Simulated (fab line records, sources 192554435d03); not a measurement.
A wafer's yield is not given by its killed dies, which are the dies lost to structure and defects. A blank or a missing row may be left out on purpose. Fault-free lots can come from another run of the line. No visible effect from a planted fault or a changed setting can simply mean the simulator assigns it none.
The tool behind it: which one? / flow n5_finfet / 72 wafers from 24 lots sampled at 2 of the route's 1938 steps

WHAT EACH GAUGE READ, for each wafer
N5_BEOL_M12_OVL_MEAS_29.
lot=L074; measured=day 12 03:32; on=overlay-02; M12_OVL (nm)=-12 -11 2
lot=L076; measured=day 12 10:37; on=overlay-02; M12_OVL (nm)=-10 -10 -7
lot=L075; measured=day 12 10:39; on=overlay-01; M12_OVL (nm)=-4 -2 -11
lot=L077; measured=day 12 18:40; on=overlay-01; M12_OVL (nm)=-5 -11 0
lot=L078; measured=day 13 02:34; on=overlay-02; M12_OVL (nm)=-8 -14 -17
lot=L080; measured=day 13 11:32; on=overlay-02; M12_OVL (nm)=-5 -10 -11
lot=L079; measured=day 13 15:50; on=overlay-02; M12_OVL (nm)=-6 -3 -1
lot=L081; measured=day 13 18:09; on=overlay-02; M12_OVL (nm)=-7 -16 -8
lot=L082; measured=day 14 01:45; on=overlay-01; M12_OVL (nm)=-10 -8 -14
lot=L083; measured=day 14 02:00; on=overlay-02; M12_OVL (nm)=-8 -6 0
lot=L084; measured=day 14 09:23; on=overlay-02; M12_OVL (nm)=-3 -11 -4
lot=L087; measured=day 14 19:07; on=overlay-01; M12_OVL (nm)=-2 -7 -4
lot=L085; measured=day 15 04:56; on=overlay-01; M12_OVL (nm)=-4 1 -5
lot=L086; measured=day 15 10:07; on=overlay-02; M12_OVL (nm)=-8 0 2
lot=L089; measured=day 15 13:16; on=overlay-02; M12_OVL (nm)=-3 7 -10
lot=L091; measured=day 15 17:08; on=overlay-01; M12_OVL (nm)=-4 -4 -4
lot=L088; measured=day 15 18:37; on=overlay-01; M12_OVL (nm)=-8 -4 -8
lot=L092; measured=day 15 22:03; on=overlay-01; M12_OVL (nm)=-2 -5 -8
lot=L090; measured=day 16 11:20; on=overlay-02; M12_OVL (nm)=3 -8 0
lot=L093; measured=day 17 05:02; on=overlay-02; M12_OVL (nm)=-5 -7 -10
lot=L095; measured=day 17 06:25; on=overlay-01; M12_OVL (nm)=-8 -7 -1
lot=L094; measured=day 17 15:55; on=overlay-02; M12_OVL (nm)=-3 -10 -2
lot=L097; measured=day 18 07:23; on=overlay-01; M12_OVL (nm)=1 1 -10
lot=L096; measured=day 18 10:38; on=overlay-01; M12_OVL (nm)=-12 -10 -8

WHAT TOOL EACH LOT RAN ON (gives the tool, then ch and the chambers of the sampled wafers, and finally the start)
lot=L074; N5_BEOL_M11_STRIP_77=rie_diel-01 ch 1,2,3, day 12 03:32 or earlier
lot=L076; N5_BEOL_M11_STRIP_77=rie_diel-01 ch 0,1, day 12 10:37 or earlier
lot=L075; N5_BEOL_M11_STRIP_77=rie_diel-01 ch 0,1, day 12 10:39 or earlier
lot=L077; N5_BEOL_M11_STRIP_77=rie_diel-03 ch 1,2,3, day 12 18:40 or earlier
lot=L078; N5_BEOL_M11_STRIP_77=rie_diel-03 ch 1,2,3, day 13 02:34 or earlier
lot=L080; N5_BEOL_M11_STRIP_77=rie_diel-04 ch 2,3, day 13 11:32 or earlier
lot=L079; N5_BEOL_M11_STRIP_77=rie_diel-03 ch 0,3, day 13 15:50 or earlier
lot=L081; N5_BEOL_M11_STRIP_77=rie_diel-04 ch 0,1,3, day 13 18:09 or earlier
lot=L082; N5_BEOL_M11_STRIP_77=rie_diel-01 ch 0,2,3, day 14 01:45 or earlier
lot=L083; N5_BEOL_M11_STRIP_77=rie_diel-01 ch 0,1,2, day 14 02:00 or earlier
lot=L084; N5_BEOL_M11_STRIP_77=rie_diel-01 ch 0,1,2, day 14 09:23 or earlier
lot=L087; N5_BEOL_M11_STRIP_77=rie_diel-01 ch 1,2,3, day 14 19:07 or earlier
lot=L085; N5_BEOL_M11_STRIP_77=rie_diel-03 ch 1,2,3, day 15 04:56 or earlier
lot=L086; N5_BEOL_M11_STRIP_77=rie_diel-01 ch 0,2, day 15 10:07 or earlier
lot=L089; N5_BEOL_M11_STRIP_77=rie_diel-01 ch 0,2,3, day 15 13:16 or earlier
lot=L091; N5_BEOL_M11_STRIP_77=rie_diel-01 ch 2,3, day 15 17:08 or earlier
lot=L088; N5_BEOL_M11_STRIP_77=rie_diel-04 ch 0,2,3, day 15 18:37 or earlier
lot=L092; N5_BEOL_M11_STRIP_77=rie_diel-01 ch 0,2,3, day 15 22:03 or earlier
lot=L090; N5_BEOL_M11_STRIP_77=rie_diel-03 ch 1,2,3, day 16 11:20 or earlier
lot=L093; N5_BEOL_M11_STRIP_77=rie_diel-04 ch 1,2, day 17 05:02 or earlier
lot=L095; N5_BEOL_M11_STRIP_77=rie_diel-01 ch 2,3, day 17 06:25 or earlier
lot=L094; N5_BEOL_M11_STRIP_77=rie_diel-03 ch 2,3, day 17 15:55 or earlier
lot=L097; N5_BEOL_M11_STRIP_77=rie_diel-01 ch 0,1,2, day 18 07:23 or earlier
lot=L096; N5_BEOL_M11_STRIP_77=rie_diel-04 ch 0,1,2, day 18 10:38 or earlier
- N5_BEOL_M11_STRIP_77: strips in N2/H2, time 10 s.

WHAT THE TOOLS THEMSELVES READ (means of the sampled wafers that have a number; where no wafer has one, the mark that the record gives instead)
N5_BEOL_M11_STRIP_77.
lot=L074; tool=rie_diel-01; drypump_motor_current_A (A)=6.0; oes_product_au (a.u.)=0.72; rf_vpp_V (V)=59.2; showerhead_plenum_p_Torr (Torr)=2.56; throttle_valve_pct (%)=23.9
lot=L076; tool=rie_diel-01; drypump_motor_current_A (A)=6.2; oes_product_au (a.u.)=0.76; rf_vpp_V (V)=59.6; showerhead_plenum_p_Torr (Torr)=2.45; throttle_valve_pct (%)=23.7
lot=L075; tool=rie_diel-01; drypump_motor_current_A (A)=6.2; oes_product_au (a.u.)=0.76; rf_vpp_V (V)=59.1; showerhead_plenum_p_Torr (Torr)=2.45; throttle_valve_pct (%)=23.7
lot=L077; tool=rie_diel-03; drypump_motor_current_A (A)=5.7; oes_product_au (a.u.)=0.75; rf_vpp_V (V)=59.6; showerhead_plenum_p_Torr (Torr)=2.57; throttle_valve_pct (%)=23.7
lot=L078; tool=rie_diel-03; drypump_motor_current_A (A)=5.7; oes_product_au (a.u.)=0.75; rf_vpp_V (V)=59.6; showerhead_plenum_p_Torr (Torr)=2.57; throttle_valve_pct (%)=23.7
lot=L080; tool=rie_diel-04; drypump_motor_current_A (A)=5.7; oes_product_au (a.u.)=0.78; rf_vpp_V (V)=59.7; showerhead_plenum_p_Torr (Torr)=2.51; throttle_valve_pct (%)=23.8
lot=L079; tool=rie_diel-03; drypump_motor_current_A (A)=5.5; oes_product_au (a.u.)=0.74; rf_vpp_V (V)=59.3; showerhead_plenum_p_Torr (Torr)=2.51; throttle_valve_pct (%)=24.0
lot=L081; tool=rie_diel-04; drypump_motor_current_A (A)=6.0; oes_product_au (a.u.)=0.72; rf_vpp_V (V)=59.3; showerhead_plenum_p_Torr (Torr)=2.53; throttle_valve_pct (%)=24.0
lot=L082; tool=rie_diel-01; drypump_motor_current_A (A)=6.0; oes_product_au (a.u.)=0.77; rf_vpp_V (V)=59.4; showerhead_plenum_p_Torr (Torr)=2.58; throttle_valve_pct (%)=23.5
lot=L083; tool=rie_diel-01; drypump_motor_current_A (A)=6.1; oes_product_au (a.u.)=0.76; rf_vpp_V (V)=59.4; showerhead_plenum_p_Torr (Torr)=2.51; throttle_valve_pct (%)=23.7
lot=L084; tool=rie_diel-01; drypump_motor_current_A (A)=6.0; oes_product_au (a.u.)=0.75; rf_vpp_V (V)=59.6; showerhead_plenum_p_Torr (Torr)=2.51; throttle_valve_pct (%)=23.6
lot=L087; tool=rie_diel-01; drypump_motor_current_A (A)=6.1; oes_product_au (a.u.)=0.70; rf_vpp_V (V)=59.6; showerhead_plenum_p_Torr (Torr)=2.56; throttle_valve_pct (%)=23.9
lot=L085; tool=rie_diel-03; drypump_motor_current_A (A)=5.7; oes_product_au (a.u.)=0.74; rf_vpp_V (V)=58.9; showerhead_plenum_p_Torr (Torr)=2.56; throttle_valve_pct (%)=23.8
lot=L086; tool=rie_diel-01; drypump_motor_current_A (A)=6.0; oes_product_au (a.u.)=0.81; rf_vpp_V (V)=59.2; showerhead_plenum_p_Torr (Torr)=2.53; throttle_valve_pct (%)=23.3
lot=L089; tool=rie_diel-01; drypump_motor_current_A (A)=6.0; oes_product_au (a.u.)=0.76; rf_vpp_V (V)=59.5; showerhead_plenum_p_Torr (Torr)=2.58; throttle_valve_pct (%)=23.5
lot=L091; tool=rie_diel-01; drypump_motor_current_A (A)=6.0; oes_product_au (a.u.)=0.71; rf_vpp_V (V)=59.8; showerhead_plenum_p_Torr (Torr)=2.62; throttle_valve_pct (%)=23.7
lot=L088; tool=rie_diel-04; drypump_motor_current_A (A)=5.7; oes_product_au (a.u.)=0.84; rf_vpp_V (V)=58.8; showerhead_plenum_p_Torr (Torr)=2.54; throttle_valve_pct (%)=23.5
lot=L092; tool=rie_diel-01; drypump_motor_current_A (A)=6.0; oes_product_au (a.u.)=0.76; rf_vpp_V (V)=59.1; showerhead_plenum_p_Torr (Torr)=2.58; throttle_valve_pct (%)=23.6
lot=L090; tool=rie_diel-03; drypump_motor_current_A (A)=5.7; oes_product_au (a.u.)=0.73; rf_vpp_V (V)=59.3; showerhead_plenum_p_Torr (Torr)=2.56; throttle_valve_pct (%)=23.8
lot=L093; tool=rie_diel-04; drypump_motor_current_A (A)=5.8; oes_product_au (a.u.)=0.76; rf_vpp_V (V)=59.0; showerhead_plenum_p_Torr (Torr)=2.46; throttle_valve_pct (%)=24.2
lot=L095; tool=rie_diel-01; drypump_motor_current_A (A)=5.9; oes_product_au (a.u.)=0.71; rf_vpp_V (V)=58.7; showerhead_plenum_p_Torr (Torr)=2.62; throttle_valve_pct (%)=23.8
lot=L094; tool=rie_diel-03; drypump_motor_current_A (A)=5.3; oes_product_au (a.u.)=0.74; rf_vpp_V (V)=58.8; showerhead_plenum_p_Torr (Torr)=2.56; throttle_valve_pct (%)=23.8
lot=L097; tool=rie_diel-01; drypump_motor_current_A (A)=6.0; oes_product_au (a.u.)=0.84; rf_vpp_V (V)=59.7; showerhead_plenum_p_Torr (Torr)=2.60; throttle_valve_pct (%)=23.6
lot=L096; tool=rie_diel-04; drypump_motor_current_A (A)=5.7; oes_product_au (a.u.)=0.83; rf_vpp_V (V)=59.5; showerhead_plenum_p_Torr (Torr)=2.50; throttle_valve_pct (%)=23.7

THE ANSWER, worked out from the rows above alone
Rule: what is usual is taken from the lots themselves. The widest of any qualifying gaps counts: lots, ordered by their means at a reading, are off when they make up no more than a third of the lots, leave a main group of 4 or more, and stand apart from it by 3 or more times the standard deviation of that group's means. The tables above print the reading to a certain number of digits; a main group whose means all agree to those digits is not used. Also off: a lot with no number at a reading for which 4 or more lots have one. Where the step has rows for the other lots, those lots are counted as sound. After the gauges, taken in route order, come the tools' own readings; for these a lot's mean is taken, as printed above. The first step at which some lot is off is used, and at that step the reading that is off furthest; a lot without a number counts as furthest.
No lot is off at any reading shown: from this, nothing can be told.

WHAT THE SIMULATOR HAD PUT IN
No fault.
